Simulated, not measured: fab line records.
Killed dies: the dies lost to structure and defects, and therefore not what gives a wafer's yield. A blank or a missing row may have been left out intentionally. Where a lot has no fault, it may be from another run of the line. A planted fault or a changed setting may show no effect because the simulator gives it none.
Chamber matching ; flow n5 finfet ; rie diel-03 running N5_BEOL_M1_ETCH_69: 4 sister chambers
The step etches SiARC in CF4, target depth 15.6 nm, time 26 s. 4 wafers are shown with their chamber, then 9 later ones without.

## WAFERS PAIRED WITH THEIR CHAMBERS
wafer;chamber;showerhead plenum p Torr (Torr)
L081.6;0;2.09
L085.1;1;2.23
L085.2;2;2.10
L085.3;3;2.23

## WAFERS MISSING THEIR CHAMBER
wafer;showerhead plenum p Torr (Torr)
L088.2;2.23
L088.4;2.08
L088.6;2.22
L091.1;2.23
L091.4;2.10
L091.6;2.10
L097.1;2.22
L097.2;2.22
L097.4;2.10

## WHICH CHAMBER EACH ONE RAN IN
wafer;from the rows above;in truth
L088.2;can't be placed: 1 or 3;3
L088.4;can't be placed: 0 or 2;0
L088.6;can't be placed: 1 or 3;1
L091.1;can't be placed: 1 or 3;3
L091.4;can't be placed: 2 or 0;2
L091.6;can't be placed: 2 or 0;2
L097.1;can't be placed: 1 or 3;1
L097.2;can't be placed: 1 or 3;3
L097.4;can't be placed: 2 or 0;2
0 of 9 placed correctly. Not placeable from these rows: 9 (in 9, the candidates include the true chamber). Placed wrongly: 0.
How it was worked out, from the rows above alone: a wafer's distance from a chamber is the root of the sum, over the readings, of the square of ((its reading less the chamber's mean) divided by the reading's scatter). The wafer belongs to the nearest chamber; if the next one is less than 2 further off, it can't be placed. For every chamber, the mean is computed from those of its wafers that are shown. The scatter (one wafer shown for each chamber): square how far every hidden wafer sits from the nearest shown wafer, average those squares and take the square root.
